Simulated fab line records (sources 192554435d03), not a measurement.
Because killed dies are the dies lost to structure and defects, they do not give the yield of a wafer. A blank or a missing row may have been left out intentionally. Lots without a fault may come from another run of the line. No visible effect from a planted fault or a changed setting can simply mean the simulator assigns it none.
Split-lot trial / flow n5 finfet / 21 wafers read across 7 lots, on a route 1938 steps long

== THE SPLIT ==
At N5_BEOL_M15_ETCH_61 (etches BARC in N2/H2, target depth 89 nm, overetch 26.7 nm, time 67.9 s), the setting time s was moved away from the recipe's 67.9 s on 9 of the 21 wafers read, by -21.9% to +20.2%. This setting was run at the recipe's value on the other wafers.

The reading comes from the split's own step.

== THE READING ==
coat_of_BEOL_M15_COAT_22.thk nm (the simulator's own value, which no gauge read), in nm, at N5_BEOL_M15_ETCH_61 (etches BARC in N2/H2, target depth 89 nm, overetch 26.7 nm, time 67.9 s). No usual value for it is given in the file. Average 716.9 nm, standard deviation 2 nm, over the 12 wafers here run with the recipe.

wafer=L079.2; tool, chamber at the split=rie diel-03, 2; time s as run, s=53.73; against the recipe=-20.9%; coat_of_BEOL_M15_COAT_22.thk nm, nm=729.8; against lot-mates on the recipe=+13.8
wafer=L079.5; tool, chamber at the split=rie diel-03, 2; time s as run, s=53.73; against the recipe=-20.9%; coat_of_BEOL_M15_COAT_22.thk nm, nm=729.8; against lot-mates on the recipe=+13.8
wafer=L079.6; tool, chamber at the split=rie diel-03, 0; time s as run, s=67.9; against the recipe=recipe; coat_of_BEOL_M15_COAT_22.thk nm, nm=716; against lot-mates on the recipe=-
wafer=L080.1; tool, chamber at the split=rie diel-05, 0; time s as run, s=67.9; against the recipe=recipe; coat_of_BEOL_M15_COAT_22.thk nm, nm=716; against lot-mates on the recipe=-
wafer=L080.2; tool, chamber at the split=rie diel-05, 3; time s as run, s=67.9; against the recipe=recipe; coat_of_BEOL_M15_COAT_22.thk nm, nm=716.8; against lot-mates on the recipe=-
wafer=L080.3; tool, chamber at the split=rie diel-05, 2; time s as run, s=53.02; against the recipe=-21.9%; coat_of_BEOL_M15_COAT_22.thk nm, nm=735; against lot-mates on the recipe=+18.6
wafer=L082.4; tool, chamber at the split=rie diel-06, 2; time s as run, s=53.58; against the recipe=-21.1%; coat_of_BEOL_M15_COAT_22.thk nm, nm=731.8; against lot-mates on the recipe=no lot-mate on the recipe
wafer=L082.5; tool, chamber at the split=rie diel-06, 1; time s as run, s=53.58; against the recipe=-21.1%; coat_of_BEOL_M15_COAT_22.thk nm, nm=729.2; against lot-mates on the recipe=no lot-mate on the recipe
wafer=L082.6; tool, chamber at the split=rie diel-06, 2; time s as run, s=53.58; against the recipe=-21.1%; coat_of_BEOL_M15_COAT_22.thk nm, nm=731; against lot-mates on the recipe=no lot-mate on the recipe
wafer=L088.1; tool, chamber at the split=rie diel-05, 3; time s as run, s=67.9; against the recipe=recipe; coat_of_BEOL_M15_COAT_22.thk nm, nm=713; against lot-mates on the recipe=-
wafer=L088.2; tool, chamber at the split=rie diel-05, 0; time s as run, s=67.9; against the recipe=recipe; coat_of_BEOL_M15_COAT_22.thk nm, nm=714; against lot-mates on the recipe=-
wafer=L088.5; tool, chamber at the split=rie diel-05, 2; time s as run, s=67.9; against the recipe=recipe; coat_of_BEOL_M15_COAT_22.thk nm, nm=718.6; against lot-mates on the recipe=-
wafer=L090.1; tool, chamber at the split=rie diel-03, 1; time s as run, s=67.9; against the recipe=recipe; coat_of_BEOL_M15_COAT_22.thk nm, nm=718.8; against lot-mates on the recipe=-
wafer=L090.3; tool, chamber at the split=rie diel-03, 2; time s as run, s=81.63; against the recipe=+20.2%; coat_of_BEOL_M15_COAT_22.thk nm, nm=709.8; against lot-mates on the recipe=-9.8
wafer=L090.4; tool, chamber at the split=rie diel-03, 3; time s as run, s=67.9; against the recipe=recipe; coat_of_BEOL_M15_COAT_22.thk nm, nm=720.4; against lot-mates on the recipe=-
wafer=L094.2; tool, chamber at the split=rie diel-06, 2; time s as run, s=67.9; against the recipe=recipe; coat_of_BEOL_M15_COAT_22.thk nm, nm=717.8; against lot-mates on the recipe=-
wafer=L094.3; tool, chamber at the split=rie diel-06, 0; time s as run, s=67.9; against the recipe=recipe; coat_of_BEOL_M15_COAT_22.thk nm, nm=718.4; against lot-mates on the recipe=-
wafer=L094.4; tool, chamber at the split=rie diel-06, 1; time s as run, s=81.07; against the recipe=+19.4%; coat_of_BEOL_M15_COAT_22.thk nm, nm=703.6; against lot-mates on the recipe=-14.5
wafer=L097.1; tool, chamber at the split=rie diel-06, 3; time s as run, s=75.94; against the recipe=+11.8%; coat_of_BEOL_M15_COAT_22.thk nm, nm=706.2; against lot-mates on the recipe=-10.1
wafer=L097.2; tool, chamber at the split=rie diel-06, 1; time s as run, s=67.9; against the recipe=recipe; coat_of_BEOL_M15_COAT_22.thk nm, nm=715.4; against lot-mates on the recipe=-
wafer=L097.4; tool, chamber at the split=rie diel-06, 2; time s as run, s=67.9; against the recipe=recipe; coat_of_BEOL_M15_COAT_22.thk nm, nm=717.2; against lot-mates on the recipe=-

THE FIT
A straight line over all 21 wafers: coat_of_BEOL_M15_COAT_22.thk nm changes by -0.641 nm for each +1% of time s; r = -0.96; the points scatter about the line by 2.4 nm.
The same after taking each lot's own level away (the mean of its wafers on the recipe; 18 wafers): -0.694 nm for each +1%; r = -0.98; scatter 1.9 nm.
On that fit, the largest move of time s shifts the reading by 15 nm.
Measured against the standard deviation above, the lots' own levels, which go from 715.20 to 719.60 nm, span 2.2 times it.
Hence the lot-to-lot level has little effect on the slope; both slopes agree.
Check: +14.3 nm against its lot-mates is what the line predicts for one of the wafers moved furthest among these (-21.9%) when that wafer is left out of the fit. Against them it came out at +18.6 nm.

== FURTHER SPLITS ON THESE WAFERS ==
Other splits were also applied to these wafers ahead of the reading. Each is held against what the fit with the lots' levels taken away leaves over:
other split on the same wafers=N5_BEOL_M13_TRENCH_ETCH_34 time s; wafers away from the commonest value=8; r with coat_of_BEOL_M15_COAT_22.thk nm (lot level and that fit taken away)=-0.24
other split on the same wafers=N5_BEOL_M13_SPUTTER_44 power w; wafers away from the commonest value=6; r with coat_of_BEOL_M15_COAT_22.thk nm (lot level and that fit taken away)=+0.32
other split on the same wafers=N5_BEOL_M14_SPUTTER_43 power w; wafers away from the commonest value=8; r with coat_of_BEOL_M15_COAT_22.thk nm (lot level and that fit taken away)=-0.09
other split on the same wafers=N5_BEOL_M14_SPUTTER_44 power w; wafers away from the commonest value=9; r with coat_of_BEOL_M15_COAT_22.thk nm (lot level and that fit taken away)=+0.14

== FILE'S OWN FIT ==
coat_of_BEOL_M15_COAT_22.thk nm changes by -0.703 nm for each +1% of time s, r = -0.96.
